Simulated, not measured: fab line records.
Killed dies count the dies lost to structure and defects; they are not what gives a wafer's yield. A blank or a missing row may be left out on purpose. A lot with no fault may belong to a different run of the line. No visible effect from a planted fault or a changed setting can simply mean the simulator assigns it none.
fab line records	flow n5Finfet
[record] lots = 7	wafers = 21
route steps=1938 shown BEOL_M13@1662 BEOL_M14@1716 BEOL_M15@1801 MIM_BOT_ETCH@1866 TV_OPEN@1888 PAD_METAL@1896
startH: hours from the record's opening day to when the first of the lot's shown wafers began	waitH: hours elapsed since this lot's preceding step	" repeats the value in the row above	L1.1+2: a row that stands for several wafers	- no value, or no start given	* or withheld: withheld	< > ~ a bound
route shown NAME@n: a module of which the file shows steps, and the number in the route of the first	usual: the fault-free wafers' mean and standard deviation	same: alike in all rows	chamber/n: place in a boat	sites: readings site by site	_std_site: how widely they spread, as a standard deviation	_edge_site: mean of outer sites minus mean of inner sites	radiusMm: for every site, how far away it sits from the centre of the wafer	mask NAME#n: copy n	behind: the most recent tool/chamber to have shaped the wafer	hold: reason for holding the lot/hours on hold/outcome of the hold	device: the n, p or np transistor that did not switch	end of line: the route-end tests of the same wafers	for a step that has no rows: nothing shown but its recipe	killed: dies lost to structure and defects at the first sort, not the wafer's yield	map: a wafer's dies, x killed, . not, _ none there
set.NAME: setting as actually run; set.NAME@STEP: the setting as run at that earlier step	model.NAME: the simulator's own value behind a step, which no gauge read
lots run with intentionally changed settings; tables by step, rows by wafer
[[steps]]
[step N5_BEOL_M13_COAT_04]
[recipe] spinRpm = 1625	resistThkNm = 400
lot.wafer	tool	chamber	startH	waitH	set.spinRpm	model.coat_of_BEOL_M13_COAT_04.thkNm
L074.1	lithoTrack-01	0	-	-	1625	399.6
L074.2	"	0	"	"	1625	399.8
L074.5	"	0	"	"	1625	400.4
L076.3	lithoTrack-04	0	-	-	1625	399.6
L076.4	"	0	"	"	1625	401.2
L076.6	"	0	"	"	1625	400
L077.4	lithoTrack-01	0	-	-	1541	409.2
L077.5	"	0	"	"	1541	410.6
L077.6	"	0	"	"	1625	398.2
L078.2	lithoTrack-05	0	-	-	1686	392.4
L078.3	"	0	"	"	1625	399.6
L078.6	"	0	"	"	1625	400.4
L086.1	lithoTrack-01	0	-	-	1625	399.8
L086.2	"	0	"	"	1481	418.6
L086.3	"	0	"	"	1625	399
L087.2	lithoTrack-04	0	-	-	1787	382.8
L087.5	"	0	"	"	1787	382.4
L087.6	"	0	"	"	1787	381.8
L091.2	lithoTrack-04	0	-	-	1625	402.2
L091.3	"	0	"	"	1625	401
L091.4	"	0	"	"	1625	402
[step N5_BEOL_M13_EBR_06]
[recipe] solvent = PGMEA	ebrWidthMm = 1.5
[step N5_BEOL_M13_SOFTBAKE_05]
[recipe] tempC = 130	timeS = 60
[step N5_BEOL_M13_DESCUM_15]
[recipe] chemistry = O2	timeS = 7.9	sourcePowerW = 50	biasPowerW = 20	pressureMtorr = 20	rfFrequencyHz = 2.712e+07	tempC = 40	o2FlowSccm = 225
[step N5_BEOL_M13_ETCH_59]
[recipe] chemistry = N2/H2	target = BARC	targetDepthA = 890	overetchA = 267	timeS = 67.9	ionEnergyEv = 200	pressureMtorr = 30	sourceW = 840	biasW = 150	n2FlowSccm = 200	h2FlowSccm = 200
[step N5_BEOL_M13_VIA_ETCH_16]
[recipe] chemistry = C4F8/O2/Ar	target = SiOC	pressureMtorr = 30	sourceW = 3000	biasW = 700	Ar_flow_sccm = 400	C4F8_flow_sccm = 15	O2_flow_sccm = 8	heInnerTorr = 15	heOuterTorr = 30	targetDepthA = 9217	timeS = withheld	ionEnergyEv = 250	ends = cleared
lot.wafer	tool	chamber	startH	waitH	set.spinRpm@BEOL_M13_COAT_04	model.coat_of_BEOL_M13_COAT_04.thkNm
L074.1	rieDiel-06	0	262.91	0.0	1625	74.6
L074.2	"	3	"	"	1625	78
L074.5	"	0	"	"	1625	70
L076.3+6	rieDiel-02	0,1	270.72	0.0	1625	71
L076.4	"	3	"	"	1625	68
L077.4	rieDiel-06	2	271.43	0.0	1541	75.8
L077.5	"	0	"	"	1541	79.2
L077.6	"	1	"	"	1625	67.4
L078.2	rieDiel-03	0	285.42	0.0	1686	72.2
L078.3	"	3	"	"	1625	75
L078.6	"	0	"	"	1625	74.2
L086.1	rieDiel-03	2	357.03	0.0	1625	74.2
L086.2	"	0	"	"	1481	93.4
L086.3	"	3	"	"	1625	72.4
L087.2	rieDiel-03	2	378.20	0.0	1787	55.4
L087.5	"	3	"	"	1787	48.2
L087.6	"	0	"	"	1787	48.4
L091.2	rieDiel-02	3	410.16	0.0	1625	77.4
L091.3	"	0	"	"	1625	74.2
L091.4	"	1	"	"	1625	72
[step N5_BEOL_M13_STRIP_63]
[recipe] chemistry = N2/H2	powerW = 1000	tempC = 250	h2Frac = 0.65	overashFraction = 0.3	pressureMtorr = 1000	n2FlowSccm = 1750	h2FlowSccm = 3250
[usual] stripTimeToEndpointS = 28.2/0.97
lot.wafer	tool	chamber	startH	waitH	set.spinRpm@BEOL_M13_COAT_04	stripTimeToEndpointS
L074.1	plasmaAsher-01	0	263.15	-	1625	29.0
L074.2	"	1	"	"	1625	30.0
L074.5	"	0	"	"	1625	27.7
L076.3	plasmaAsher-01	1	270.98	-	1625	27.9
L076.4	"	0	"	"	1625	27.0
L076.6	"	0	"	"	1625	28.0
L077.4	plasmaAsher-01	0	271.68	-	1541	29.4
L077.5	"	1	"	"	1541	30.4
L077.6	"	0	"	"	1625	26.9
L078.2	plasmaAsher-02	0	285.66	-	1686	28.3
L078.3	"	0	"	"	1625	29.2
L078.6	"	0	"	"	1625	28.9
L086.1	plasmaAsher-02	0	357.27	-	1625	28.9
L086.2	"	1	"	"	1481	34.4
L086.3	"	0	"	"	1625	28.3
L087.2	plasmaAsher-02	1	378.43	-	1787	23.3
L087.5	"	1	"	"	1787	21.1
L087.6	"	0	"	"	1787	21.1
L091.2	plasmaAsher-01	0	410.40	-	1625	29.8
L091.3	"	0	"	"	1625	28.9
L091.4	"	1	"	"	1625	28.3
[step N5_BEOL_M13_SPUTTER_43]
[recipe] material = TaN	targetThkA = 150	tempC = 50	biasV = 168.6	powerW = 15000	chamberPressurePa = 0.12	timeS = 24.19
lot.wafer	tool	chamber	startH	waitH	set.powerW	model.TaN_of_BEOL_M13_SPUTTER_43.thkNm
L074.1+2	pvdSputter-03	-	266.40	0.0	15000	15
L074.5	"	-	"	"	16980	16.8
L076.3	pvdSputter-01	-	273.77	0.0	15000	15.2
L076.4+6	"	-	"	"	15000	15
L077.4	pvdSputter-01	-	274.09	0.0	13450	13.2
L077.5+6	"	-	"	"	13450	13.4
L078.2	pvdSputter-02	-	290.41	0.0	15000	14.8
L078.3	"	-	"	"	15000	15
L078.6	"	-	"	"	13540	13.6
L086.1	pvdSputter-01	-	362.35	0.0	13250	13.4
L086.2	"	-	"	"	15000	15
L086.3	"	-	"	"	13250	13
L087.2+5	pvdSputter-02	-	385.74	0.0	15000	15
L087.6	"	-	"	"	15000	14.8
L091.2	pvdSputter-03	-	413.85	0.0	15000	15.4
L091.3	"	-	"	"	15000	15
L091.4	"	-	"	"	15000	15.2
[step N5_BEOL_M14_ILD_DEP_00]
[recipe] material = SiO2	targetThkA = 11193	tempC = 400	precursor = TEOS/O2	pressureTorr = 6.5	rfW = 900	teosFlowSccm = 161.4	gas = O2	flowSccm = 2650	timeS = 237.4
lot.wafer	tool	chamber	startH	waitH	set.timeS	model.SiO2_of_BEOL_M14_ILD_DEP_00.thkNm
L074.1	pecvd-03	2	267.92	0.0	262.1	1223
L074.2	"	0	"	"	237.4	1095
L074.5	"	2	"	"	237.4	1099
L076.3	pecvd-03	2	275.32	0.0	216.3	1002
L076.4	"	1	"	"	237.4	1114
L076.6	"	0	"	"	216.3	999.8
L077.4	pecvd-04	1	275.74	0.1	237.4	1113
L077.5	"	0	"	"	237.4	1125
L077.6	"	2	"	"	249.6	1170
L078.2	pecvd-04	1	291.63	0.0	269.4	1270
L078.3	"	1	"	"	237.4	1123
L078.6	"	1	"	"	237.4	1128
L086.1	pecvd-03	0	363.57	0.0	225.9	1041
L086.2	"	2	"	"	225.9	1060
L086.3	"	1	"	"	237.4	1114
L087.2	pecvd-03	2	387.01	0.0	237.4	1100
L087.5	"	0	"	"	237.4	1116
L087.6	"	1	"	"	212.7	1009
L091.2	pecvd-02	2	415.16	0.1	237.4	1082
L091.3	"	1	"	"	237.4	1080
L091.4	"	2	"	"	237.4	1099
[step N5_BEOL_M14_THK_MEAS_01]
[recipe] reads = SiO2_of_BEOL_M14_ILD_DEP_00
[usual] M14_ILD_THK = 1117/15
lot.wafer	tool	chamber	startH	waitH	set.timeS@BEOL_M14_ILD_DEP_00	M14_ILD_THK[nm]
L074.1	filmMetro-01	-	268.11	0.1	262.1	1222
L074.2	"	-	"	"	237.4	1095
L074.5	"	-	"	"	237.4	1098
L076.3	filmMetro-01	-	275.51	0.1	216.3	1003
L076.4	"	-	"	"	237.4	1115
L076.6	"	-	"	"	216.3	1000
L077.4	filmMetro-01	-	275.85	0.0	237.4	1113
L077.5	"	-	"	"	237.4	1125
L077.6	"	-	"	"	249.6	1172
L078.2	filmMetro-01	-	291.90	0.2	269.4	1270
L078.3	"	-	"	"	237.4	1122
L078.6	"	-	"	"	237.4	1128
L086.1	filmMetro-02	-	363.76	0.1	225.9	1042
L086.2	"	-	"	"	225.9	1061
L086.3	"	-	"	"	237.4	1114
L087.2	filmMetro-01	-	387.20	0.1	237.4	1100
L087.5	"	-	"	"	237.4	1115
L087.6	"	-	"	"	212.7	1010
L091.2	filmMetro-01	-	415.35	0.1	237.4	1081
L091.3	"	-	"	"	237.4	1081
L091.4	"	-	"	"	237.4	1099
[step N5_BEOL_M14_COAT_58]
[recipe] resist = BARC	tempC = 205	timeS = 60	spinRpm = 1500	resistThkNm = 89
[step N5_BEOL_M14_COAT_04]
[recipe] spinRpm = 1704	resistThkNm = 800
[step N5_BEOL_M14_DESCUM_15]
[recipe] chemistry = O2	timeS = 7.9	sourcePowerW = 50	biasPowerW = 20	pressureMtorr = 20	rfFrequencyHz = 2.712e+07	tempC = 40	o2FlowSccm = 225
[step N5_BEOL_M14_ETCH_59]
[recipe] chemistry = N2/H2	target = BARC	targetDepthA = 890	overetchA = 267	timeS = 67.9	ionEnergyEv = 200	pressureMtorr = 30	sourceW = 840	biasW = 150	n2FlowSccm = 200	h2FlowSccm = 200
[step N5_BEOL_M14_VIA_ETCH_16]
[recipe] chemistry = C4F8/O2/Ar	target = SiO2	heInnerTorr = 15	heOuterTorr = 30	targetDepthA = 12313	timeS = withheld	ionEnergyEv = 800	pressureMtorr = 20	sourceW = 1905	biasW = 2040	Ar_flow_sccm = 400	C4F8_flow_sccm = 16	O2_flow_sccm = 12	ends = cleared
lot.wafer	tool	chamber	startH	waitH	set.timeS@BEOL_M14_ILD_DEP_00	model.etch.depthNm	model.coat_of_BEOL_M14_COAT_04.thkNm
L074.1	rieDiel-05	3	268.72	0.0	*	1223	428.2
L074.2	"	0	"	"	*	1095	459.4
L074.5	"	1	"	"	*	1099	456.6
L076.3	rieDiel-05	1	276.00	0.0	*	1002	480
L076.4	"	3	"	"	*	1114	451.8
L076.6	"	2	"	"	*	999.7	478.8
L077.4	rieDiel-05	0	276.50	0.0	*	1113	455
L077.5	"	3	"	"	*	1125	448.6
L077.6	"	0	"	"	*	1170	441
L078.2	rieDiel-05	3	292.51	0.0	*	1270	418.8
L078.3	"	0	"	"	*	1123	457
L078.6	"	3	"	"	*	1128	451.4
L086.1	rieDiel-04	0	364.37	0.0	*	1041	472.2
L086.2	"	2	"	"	*	1060	466.2
L086.3	"	3	"	"	*	1114	456.6
L087.2	rieDiel-01	3	387.73	0.0	*	1100	458.4
L087.5	"	2	"	"	*	1116	449
L087.6	"	3	"	"	*	1009	482.2
L091.2	rieDiel-01	0	415.83	0.0	*	1082	461.4
L091.3	"	2	"	"	*	1080	459.4
L091.4	"	2	"	"	*	1099	456
[step N5_BEOL_M15_PEB_26]
[recipe] pebTempC = 130	pebTimeS = 90
lot.wafer	tool	chamber	startH	waitH	set.pebTempC
L074.1+2	lithoTrack-03	0	274.13	0.1	130
L074.5	"	0	"	"	128.7
L076.3+4	lithoTrack-04	0	281.83	0.0	130
L076.6	"	0	"	"	133.6
L077.4+6	lithoTrack-05	0	282.77	0.0	133.2
L077.5	"	0	"	"	130
L078.2+3+6	lithoTrack-03	0	299.70	0.0	131.4
L086.1	lithoTrack-03	0	370.38	0.1	130
L086.2+3	"	0	"	"	131.7
L087.2+5+6	lithoTrack-04	0	396.92	0.0	130
L091.2+3+4	lithoTrack-03	0	424.58	0.0	130
[step N5_BEOL_M15_DEVELOP_27]
[recipe] developTimeS = 45	rinseLiquid = diw	dry = airSpin	devTempC = 21
[step N5_BEOL_M15_HARDBAKE_32]
[recipe] tempC = 130	timeS = 120
[step N5_BEOL_M15_CD_MEAS_28]
[recipe] targetCdNm = 407.6	landingEnergyEv = 500	detector = seInlens
[usual] cdNm = 408.0/1.5
lot.wafer	tool	chamber	startH	waitH	set.pebTempC@BEOL_M15_PEB_26	cdNm
L074.1	cdSem-01	0	274.25	-	130	407.4
L074.2	"	0	"	"	130	407.8
L074.5	"	0	"	"	128.7	402.1
L076.3	cdSem-01	0	281.94	-	130	407.2
L076.4	"	0	"	"	130	405.2
L076.6	"	0	"	"	133.6	420.3
L077.4	cdSem-03	0	282.89	-	133.2	420.2
L077.5	"	0	"	"	130	409.7
L077.6	"	0	"	"	133.2	420.5
L078.2	cdSem-02	0	299.82	-	131.4	414.4
L078.3	"	0	"	"	131.4	416.3
L078.6	"	0	"	"	131.4	415.9
L086.1	cdSem-03	0	370.49	-	130	409.8
L086.2	"	0	"	"	131.7	416.3
L086.3	"	0	"	"	131.7	415.2
L087.2	cdSem-03	0	397.04	-	130	408.3
L087.5	"	0	"	"	130	407.8
L087.6	"	0	"	"	130	410.0
L091.2	cdSem-02	0	424.70	-	130	407.8
L091.3	"	0	"	"	130	409.3
L091.4	"	0	"	"	130	409.2
[step N5_BEOL_M15_DESCUM_33]
[recipe] chemistry = O2	timeS = 7.9	sourcePowerW = 50	biasPowerW = 20	pressureMtorr = 20	rfFrequencyHz = 2.712e+07	tempC = 40	o2FlowSccm = 225
lot.wafer	tool	chamber	startH	waitH	set.pebTempC@BEOL_M15_PEB_26	model.BEOL_M15.cdNm
L074.1	rieDiel-02	3	274.34	0.0	130	407.6
L074.2	"	1	"	"	130	408
L074.5	"	0	"	"	128.7	402.2
L076.3	rieDiel-06	3	282.16	0.2	130	407
L076.4	"	1	"	"	130	405.4
L076.6	"	0	"	"	133.6	420.6
L077.4	rieDiel-03	2	282.99	0.0	133.2	420
L077.5	"	0	"	"	130	409.4
L077.6	"	3	"	"	133.2	420.4
L078.2	rieDiel-03	0	299.91	0.0	131.4	414.2
L078.3	"	2	"	"	131.4	416
L078.6	"	3	"	"	131.4	415.6
L086.1	rieDiel-02	2	370.87	0.3	130	410
L086.2	"	3	"	"	131.7	416.4
L086.3	"	0	"	"	131.7	415.2
L087.2+5	rieDiel-03	3,2	398.16	1.1	130	408.2
L087.6	"	1	"	"	130	409.8
L091.2	rieDiel-06	1	424.79	0.0	130	407.8
L091.3	"	3	"	"	130	409.4
L091.4	"	2	"	"	130	408.8
[step N5_BEOL_M15_ETCH_61]
[recipe] chemistry = N2/H2	target = BARC	targetDepthA = 890	overetchA = 267	timeS = 67.9	ionEnergyEv = 200	pressureMtorr = 30	sourceW = 840	biasW = 150	n2FlowSccm = 200	h2FlowSccm = 200
lot.wafer	tool	chamber	startH	waitH	set.timeS	set.pebTempC@BEOL_M15_PEB_26	model.BEOL_M15.cdNm	model.coat_of_BEOL_M15_COAT_22.thkNm
L074.1	rieDiel-02	3	274.37	0.0	80.33	130	402	706.2
L074.2	"	1	"	"	80.33	130	403	710.2
L074.5	"	0	"	"	80.33	128.7	397.4	709.8
L076.3	rieDiel-06	3	282.20	0.0	57.41	130	398	731.2
L076.4	"	1	"	"	57.41	130	396	730.4
L076.6	"	0	"	"	57.41	133.6	411.2	725.4
L077.4	rieDiel-03	2	283.04	0.0	67.9	133.2	412.8	722
L077.5	"	0	"	"	67.9	130	402.6	720.8
L077.6	"	3	"	"	58.92	133.2	411.8	731.8
L078.2	rieDiel-03	0	299.94	0.0	63.7	131.4	405.2	723.2
L078.3	"	2	"	"	67.9	131.4	408	718.8
L078.6	"	3	"	"	67.9	131.4	407.4	721
L086.1	rieDiel-02	2	370.90	0.0	67.9	130	401.8	723.2
L086.2	"	3	"	"	72.97	131.7	410.2	718
L086.3	"	0	"	"	67.9	131.7	408.2	723.4
L087.2	rieDiel-03	3	398.19	0.0	52.92	130	396	738.6
L087.5	"	2	"	"	67.9	130	399	720.6
L087.6	"	1	"	"	52.92	130	399.6	736.4
L091.2	rieDiel-06	1	424.82	0.0	67.9	130	400.2	723.4
L091.3	"	3	"	"	67.9	130	402.6	718
L091.4	"	2	"	"	67.9	130	401.6	718.2
[step N5_BEOL_M15_TRENCH_ETCH_34]
[recipe] chemistry = C4F8/O2/Ar	target = SiO2	targetDepthA = 8729.3	heInnerTorr = 15	heOuterTorr = 30	timeS = 199	ionEnergyEv = 800	pressureMtorr = 20	sourceW = 1905	biasW = 2040	Ar_flow_sccm = 400	C4F8_flow_sccm = 16	O2_flow_sccm = 12
lot.wafer	tool	chamber	startH	waitH	set.pebTempC@BEOL_M15_PEB_26	model.BEOL_M15.cdNm
L074.1	rieDiel-02	3	274.42	0.0	130	401.4
L074.2	"	1	"	"	130	403.2
L074.5	"	0	"	"	128.7	397.6
L076.3	rieDiel-06	3	282.25	0.0	130	397.6
L076.4	"	1	"	"	130	395.6
L076.6	"	0	"	"	133.6	411.6
L077.4	rieDiel-03	2	283.14	0.1	133.2	413.2
L077.5	"	0	"	"	130	402.6
L077.6	"	3	"	"	133.2	411.4
L078.2	rieDiel-03	0	299.99	0.0	131.4	404.8
L078.3	"	2	"	"	131.4	408
L078.6	"	3	"	"	131.4	407.2
L086.1	rieDiel-02	2	370.95	0.0	130	401.4
L086.2	"	3	"	"	131.7	410
L086.3	"	0	"	"	131.7	408.2
L087.2	rieDiel-03	3	398.24	0.0	130	395.4
L087.5	"	2	"	"	130	399
L087.6	"	1	"	"	130	399.6
L091.2	rieDiel-06	1	424.88	0.0	130	400.4
L091.3	"	3	"	"	130	402.6
L091.4	"	2	"	"	130	401.4
[step N5_MIM_BOT_ETCH_ETCH_04]
[recipe] chemistry = CF4/O2	target = SiNx	targetDepthA = 260	timeS = 13	ionEnergyEv = 100	pressureMtorr = 40	sourceW = 535	biasW = 49	Ar_flow_sccm = 100	cf4FlowSccm = 100	O2_flow_sccm = 10
lot.wafer	tool	chamber	startH	waitH	set.timeS	model.etch.depthNm
L074.1	rieDiel-01	2	280.77	0.0	13	26.53
L074.2	"	1	"	"	14.67	29.53
L074.5	"	0	"	"	13	26.16
L076.3	rieDiel-05	0	290.57	0.0	11.8	23.07
L076.4	"	1	"	"	11.8	23.14
L076.6	"	2	"	"	13	25.55
L077.4	rieDiel-04	3	291.11	0.0	13	25.99
L077.5	"	1	"	"	11.83	23.7
L077.6	"	0	"	"	13	25.78
L078.2	rieDiel-04	0	310.21	0.0	14.71	29.01
L078.3	"	1	"	"	13	26.05
L078.6	"	0	"	"	14.71	29.12
L086.1	rieDiel-04	2	380.85	0.0	13	25.46
L086.2	"	3	"	"	12.05	24.38
L086.3	"	1	"	"	12.05	24.16
L087.2	rieDiel-01	3	409.43	0.0	13	25.83
L087.5	"	0	"	"	13	25.49
L087.6	"	3	"	"	14.15	27.99
L091.2	rieDiel-05	1	439.91	0.0	13	25.79
L091.3	"	3	"	"	13	25.94
L091.4	"	0	"	"	13	25.41
[step N5_PASSIVATION_VIA_ETCH_13]
[recipe] chemistry = CHF3/O2	target = SiO2	targetDepthA = 6600	CHF3_flow_sccm = 50	O2_flow_sccm = 5	Ar_flow_sccm = 200	timeS = 330	maskMaterial = PR	pressureMtorr = 30	sourceW = 650	biasW = 170	ionEnergyEv = 200	ends = cleared
[usual] rfVppV = 523/5.6
lot.wafer	tool	chamber	startH	waitH	set.biasW	rfVppV
L074.1	rieDiel-03	3	282.60	0.0	170	529
L074.2	"	2	"	"	191.4	584
L074.5	"	3	"	"	170	532
L076.3	rieDiel-06	0	292.62	0.0	162.3	499
L076.4	"	2	"	"	170	517
L076.6	"	3	"	"	162.3	504
L077.4	rieDiel-03	0	292.88	0.1	170	522
L077.5	"	3	"	"	170	530
L077.6	"	2	"	"	192.4	586
L078.2	rieDiel-03	1	312.91	0.0	170	530
L078.3	"	3	"	"	161.8	510
L078.6	"	1	"	"	161.8	507
L086.1	rieDiel-06	3	383.34	0.0	170	521
L086.2	"	2	"	"	170	516
L086.3	"	0	"	"	170	517
L087.2	rieDiel-02	3	412.38	0.0	170	516
L087.5	"	3	"	"	182.9	548
L087.6	"	2	"	"	182.9	555
L091.2	rieDiel-02	1	441.99	0.0	170	519
L091.3	"	0	"	"	170	517
L091.4	"	2	"	"	170	524
[step N5_PASSIVATION_AL_DEP_21]
[recipe] material = Al	targetThkA = 28000	tempC = 400	timeS = 170	powerW = 30000	chamberPressurePa = 0.4	gas = Ar
lot.wafer	tool	chamber	startH	waitH	set.timeS	model.Al_of_PASSIVATION_AL_DEP_21.thkNm
L074.1	pvdSputter-02	-	283.56	0.1	170	2777
L074.2	"	-	"	"	170	2794
L074.5	"	-	"	"	150.1	2462
L076.3	pvdSputter-02	-	293.39	0.1	170	2824
L076.4	"	-	"	"	170	2798
L076.6	"	-	"	"	170	2810
L077.4	pvdSputter-03	-	293.76	0.1	170	2838
L077.5	"	-	"	"	170	2858
L077.6	"	-	"	"	170	2823
L078.2	pvdSputter-03	-	313.63	0.1	170	2798
L078.3	"	-	"	"	181	3010
L078.6	"	-	"	"	170	2824
L086.1	pvdSputter-03	-	384.28	0.1	170	2812
L086.2	"	-	"	"	170	2795
L086.3	"	-	"	"	170	2800
L087.2	pvdSputter-03	-	413.17	0.1	193	3178
L087.5	"	-	"	"	193	3175
L087.6	"	-	"	"	193	3176
L091.2	pvdSputter-01	-	442.61	0.1	170	2801
L091.3	"	-	"	"	170	2796
L091.4	"	-	"	"	170	2815
[[key]]
[split] step = N5_BEOL_M13_COAT_04	setting = spinRpm	stated = 1625	by = wafer
[response] step = N5_BEOL_M13_COAT_04	reading = model.coat_of_BEOL_M13_COAT_04.thkNm	change = -2.17	per = 1%	r = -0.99
[response] step = N5_BEOL_M13_VIA_ETCH_16	reading = model.coat_of_BEOL_M13_COAT_04.thkNm	change = -2.01	per = 1%	r = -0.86
[response] step = N5_BEOL_M13_STRIP_63	reading = stripTimeToEndpointS	change = *	per = 1%	r = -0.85
[split] step = N5_BEOL_M13_SPUTTER_43	setting = powerW	stated = 15000	by = wafer
[response] step = N5_BEOL_M13_SPUTTER_43	reading = model.TaN_of_BEOL_M13_SPUTTER_43.thkNm	change = +0.142	per = 1%	r = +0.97
[split] step = N5_BEOL_M14_ILD_DEP_00	setting = timeS	stated = 237.4	by = wafer
[response] step = N5_BEOL_M14_ILD_DEP_00	reading = model.SiO2_of_BEOL_M14_ILD_DEP_00.thkNm	change = +11.1	per = 1%	r = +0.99
[response] step = N5_BEOL_M14_THK_MEAS_01	reading = M14_ILD_THK	change = +11.1	per = 1%	r = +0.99
[response] step = N5_BEOL_M14_VIA_ETCH_16	reading = model.etch.depthNm	change = +11.1	per = 1%	r = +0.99
[response] step = N5_BEOL_M14_VIA_ETCH_16	reading = model.coat_of_BEOL_M14_COAT_04.thkNm	change = -2.74	per = 1%	r = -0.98
[split] step = N5_BEOL_M15_PEB_26	setting = pebTempC	stated = 130	by = wafer
[response] step = N5_BEOL_M15_CD_MEAS_28	reading = cdNm	change = +4.78	per = 1%	r = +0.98
[response] step = N5_BEOL_M15_DESCUM_33	reading = model.BEOL_M15.cdNm	change = +4.85	per = 1%	r = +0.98
[response] step = N5_BEOL_M15_ETCH_61	reading = model.BEOL_M15.cdNm	change = +4.74	per = 1%	r = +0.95
[response] step = N5_BEOL_M15_TRENCH_ETCH_34	reading = model.BEOL_M15.cdNm	change = +4.88	per = 1%	r = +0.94
[split] step = N5_BEOL_M15_ETCH_61	setting = timeS	stated = 67.9	by = wafer
[response] step = N5_BEOL_M15_ETCH_61	reading = model.coat_of_BEOL_M15_COAT_22.thkNm	change = -0.755	per = 1%	r = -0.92
[split] step = N5_MIM_BOT_ETCH_ETCH_04	setting = timeS	stated = 13	by = wafer
[response] step = N5_MIM_BOT_ETCH_ETCH_04	reading = model.etch.depthNm	change = +0.239	per = 1%	r = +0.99
[split] step = N5_PASSIVATION_VIA_ETCH_13	setting = biasW	stated = 170	by = wafer
[response] step = N5_PASSIVATION_VIA_ETCH_13	reading = rfVppV	change = +4.36	per = 1%	r = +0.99
[split] step = N5_PASSIVATION_AL_DEP_21	setting = timeS	stated = 170	by = wafer
[response] step = N5_PASSIVATION_AL_DEP_21	reading = model.Al_of_PASSIVATION_AL_DEP_21.thkNm	change = +28.4	per = 1%	r = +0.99
